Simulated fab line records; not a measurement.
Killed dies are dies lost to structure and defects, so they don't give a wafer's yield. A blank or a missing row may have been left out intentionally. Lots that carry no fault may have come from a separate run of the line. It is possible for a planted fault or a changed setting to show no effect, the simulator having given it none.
Struck lot and sound lot, side by side | flow nand-harc | 14 out of 1159 route steps
Sound: these wafers, L587.2, L587.5, L587.6. Struck: wafers L593.2, L593.3, L593.6. Last of all comes the cause.
Per side, at each step with rows, come the tool, then ch with its chambers, and then its first start. Under that, the readings that differ: sound wafers | struck wafers | difference of the means | sigmas: that difference in standard deviations of wafers without a fault.
alike: a reading whose means differ by less than 2 such deviations, as well as words and numbers matching on both sides. not compared: withheld readings; readings where some wafer has no value; bounds like >300 that might hide an equal value; numbers whose values overlap and for which the record gives no deviation.
A row with sigmas, a row that says differs or no value, or rows on one side alone: a step with any of these is where the two part. Non-overlapping numbers with no deviation appear without sigmas and do not part them. Lack of a reading on every wafer of one side parts them only where that side has two or more wafers.

first, 7 steps without rows for these wafers: NHARC_A_M1_COAT_34 (time 65 s); NHARC_A_M1_COAT_03 (resist thk 90 nm); NHARC_A_M1_SOFTBAKE_04 (time 55 s); NHARC_A_M1_EBR_05; NHARC_A_M1_EXPOSE_06 (exposes mask A M1, target cd 120 nm); NHARC_A_M1_PEB_07 (peb time 65 s); NHARC_A_M1_DEVELOP_08 (develop time 35 s).
NHARC_A_M1_CD_MEAS_09: target cd 120 nm.
  sound on cd-sem-03 ch 0, day 17 23:35; struck on cd-sem-01 ch 0, day 19 23:07
  reading    | sound             | struck            | difference | sigmas
  cd-nm (nm) | 120.4 121.2 120.3 | 119.6 119.9 119.2 | -1.1       | -2
NHARC_A_M1_OVL_MEAS_10: pitch 240 nm.
  sound on overlay-02, day 17 23:41; struck on overlay-01, day 19 23:11
  reading           | sound       | struck         | difference | sigmas
  overlay-y-nm (nm) | 1.0 0.0 0.8 | -2.0 -2.1 -1.8 | -2.6       | -3
  alike: overlay-x-nm
NHARC_A_M1_INSPECT_11:
  sound on defect-inspect-01, day 17 23:43; struck on defect-inspect-01, day 19 23:14
  alike: raw-defect-count
NHARC_A_M1_DESCUM_14: chemistry O2, time 3 s.
  sound on rie-diel-05 ch 0,3, day 17 23:47; struck on rie-diel-07 ch 0,2, day 19 23:17
  reading                | sound                | struck               | difference | sigmas
  throttle-valve-pct (%) | 11.305 11.307 11.296 | 11.329 11.324 11.311 | +0.019     | +2
  alike: drypump-motor-current-A, oes-product-au, rf-vpp-V, showerhead-plenum-p-Torr
  not compared: rf-hours-counter-h
NHARC_A_M1_ETCH_35: etches the open film in N2/H2, target depth 40 nm, overetch 12 nm, time 43.94 s.
  sound on rie-diel-05 ch 0,1, day 17 23:52; struck on rie-diel-07 ch 1,2,3, day 19 23:23
  alike: bias-w, chamber-pressure-mTorr, drypump-motor-current-A, oes-product-au, rf-vpp-V, showerhead-plenum-p-Torr, throttle-valve-pct
  not compared: rf-hours-counter-h
NHARC_A_M1_ETCH_15: etches the open film in C4F8/Ar, target depth 182.5 nm, time 91.2 s.
  sound on rie-diel-05 ch 0,1,3, day 17 23:58; struck on rie-diel-07 ch 1,2,3, day 19 23:28
  no value came back on the struck wafers for any of 5 readings (bias-w (W), chamber-pressure-mTorr (mTorr) and others); on the sound wafers bias-w (W) reads 299.7 299.8 299.9
  not compared: rf-hours-counter-h
NHARC_A_M1_CD_MEAS_16:
  sound on cd-sem-01, day 18 00:05; struck on cd-sem-01, day 19 23:36
  reading    | sound             | struck            | difference | sigmas
  cd-nm (nm) | 120.4 121.1 120.5 | 118.9 119.1 119.5 | -1.5       | -3

WHERE THEY PART
Earliest at NHARC_A_M1_CD_MEAS_09; latest, in this record, at NHARC_A_M1_CD_MEAS_16.

WHY: what had been put in by the simulator
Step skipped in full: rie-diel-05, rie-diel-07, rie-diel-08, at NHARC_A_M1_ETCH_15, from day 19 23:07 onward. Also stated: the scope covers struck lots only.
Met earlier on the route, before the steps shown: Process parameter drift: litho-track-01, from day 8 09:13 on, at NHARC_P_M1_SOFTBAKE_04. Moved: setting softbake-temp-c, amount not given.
